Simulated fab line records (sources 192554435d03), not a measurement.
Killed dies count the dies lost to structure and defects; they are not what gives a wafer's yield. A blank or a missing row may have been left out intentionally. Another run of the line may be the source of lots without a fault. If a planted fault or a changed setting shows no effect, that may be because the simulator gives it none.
A struck lot beside a sound one / flow n5 finfet / 16 out of 1938 route steps
Sound: wafers L640.2, L640.3, L640.4. Struck: wafer L648.2 (L648.1, L648.4, from the same lot, were not struck and are left out); the cause is given at the end.
Each step with rows lists, per side, the tool, then ch with its chambers, then its first start. Under that, the readings that differ: sound wafers / struck wafers / difference of the means / sigmas: that difference in standard deviations of wafers without a fault.
alike: words and numbers the same on both sides, and readings whose means are apart by under 2 such deviations; not compared: readings that were withheld, readings missing a value for some wafer, numbers with overlapping values and no deviation given by the record, and bounds like >300 which may hide the same value.
The two part at a step that has a row with sigmas, a row that says differs or no value, or rows on one side only. Numbers that have no deviation but don't overlap get no sigmas and don't part them. A reading that every wafer of one side lacks parts them only if that side has two wafers or more.

first, 2 steps without rows for these wafers: N5_FIN_SAQP_HM_OPEN_73 (chemistry CHF3/O2, target SiO2, stops on a-Si, target depth 12 nm, time 16.8 s); N5_FIN_SAQP_STRIP_74 (strips in CHF3/O2).
N5_FIN_SAQP_MANDREL_ETCH_22: etches a-Si in HBr/Cl2, stops on SiNx, target depth 60 nm, bt time 10 s, time 30 s.
  sound on rie si-04 ch 0,1,3, day 3 10:20; struck on rie si-02 ch 2, day 5 11:47
  alike: drypump motor current A, oes product au, throttle valve pct
  not compared: rf hours counter h
N5_FIN_SAQP_STRIP_55: strips in N2/H2.
  sound on rie diel-05 ch 1,2, day 3 10:26; struck on rie diel-06 ch 1, day 5 11:53
reading=rf vpp V (V); sound=121.3 123.7 123.3; struck=119.0; difference=-3.8; sigmas=-3
  alike: drypump motor current A, oes product au, showerhead plenum p Torr, temp c, throttle valve pct
  not compared: rf hours counter h
then, 3 steps without rows for these wafers: N5_FIN_SAQP_STRIP_23 (strips in SPM, time 750 s); N5_FIN_SAQP_SRD_66 (time 30 s); N5_FIN_SAQP_RECESS_75 (chemistry HF/NH3, target SiO2, target depth 14.4 nm, afs cycles 3, sublimation time 60 s).
N5_FIN_SAQP_SPACER1_ALD_24: deposits SiO2, target thk 20.3 nm, pulse time 1 s, purge time 2 s.
  sound on ald sin-02 ch 0,2,3, day 3 12:28; struck on ald sin-02 ch 3, day 5 12:37
  alike: heater power w, precursor pulse height rel
N5_FIN_SAQP_SPACER1_ETCHBACK_25: etches SiO2 in CHF3/O2, target depth 24.4 nm, time 12.2 s.
  sound on rie diel-05 ch 0,1, day 3 13:11; struck on rie diel-02 ch 0, day 5 13:25
  alike: drypump motor current A, oes product au, rf vpp V, showerhead plenum p Torr, throttle valve pct
  not compared: rf hours counter h
then, 1 step without rows for these wafers: N5_FIN_SAQP_MANDREL1_REMOVE_56 (chemistry HBr/Cl2/O2, target a-Si, stops on SiNx, bt time 10 s).
N5_FIN_SAQP_CD_MEAS_27: the cd target is 20 nm.
  sound on cd sem-01 ch 0, day 3 13:23; struck on cd sem-02 ch 0, day 5 13:37
  alike: cd nm
N5_FIN_SAQP_ETCH_57: etches SiNx in CH3F/O2, target depth 32.5 nm, time 46.4 s.
  sound on rie diel-02 ch 1,2,3, day 3 13:26; struck on rie diel-02 ch 1, day 5 13:40
  alike: CH3F_flow_sccm, drypump motor current A, etch rf on time s, oes product au, rf vpp V, showerhead plenum p Torr, throttle valve pct
  not compared: rf hours counter h
N5_FIN_SAQP_ETCH_65: etches SiO2 in CF4, target depth 4 nm, time 4.4 s.
  sound on rie si-01 ch 0,1,2, day 3 13:32; struck on rie si-01 ch 2, day 5 13:46
reading=oes product au (a.u.); sound=0.978 0.970 0.992; struck=1.172; difference=+0.192; sigmas=+11
reading=model.etch.depth nm (nm); sound=3.923 3.849 3.921; struck=5.091; difference=+1.193; sigmas=
  alike: drypump motor current A, throttle valve pct
  not compared: rf hours counter h
then, 1 step without rows for these wafers: N5_FIN_SAQP_MANDREL_ETCH_58 (etches a-Si in HBr/Cl2, stops on SiNx, target depth 45 nm, bt time 10 s, time 27 s).
-- here the record skips 7 days between the struck wafers' starts before and after, leaving off in module FIN_SAQP and picking up in module BEOL_M4 (first step shown: number 1111 of the route) --
N5_BEOL_M4_RC_MEAS_101:
  sound on prober-02 ch 0, day 10 23:00; struck on prober-01 ch 0, day 12 20:59
  alike: DIBL_N, DIBL_P, IOFF_N, IOFF_P, ION_N, ION_P, SS_N, SS_P, VT_N, VT_P
-- a jump in the record: the struck wafers' starts before and after are 5 days apart (it breaks off in module BEOL_M4 and resumes in module PASSIVATION, where the first step shown is number 1936 of the route) --
N5_PASSIVATION_PROBE_49:
  sound on prober-02 at day 14 23:13; struck on prober-01 at day 17 13:58
reading=killed_at_M0_to_M3; sound=35 42 31; struck=14; difference=-22; sigmas=-2
  alike: defect limited yield, killed_at_M4_up, killed at contacts, killed at front end, killed at other, killed dies, killed open, killed short, sort_bin_5_function, sort_bin_6_memory, sort_bin_8_speed, sort n pass, sort yield pct

## WHERE THEY PART
Last at N5_PASSIVATION_PROBE_49 as far as this record goes, first at N5_FIN_SAQP_STRIP_55.

WHY: the cause the simulator had injected
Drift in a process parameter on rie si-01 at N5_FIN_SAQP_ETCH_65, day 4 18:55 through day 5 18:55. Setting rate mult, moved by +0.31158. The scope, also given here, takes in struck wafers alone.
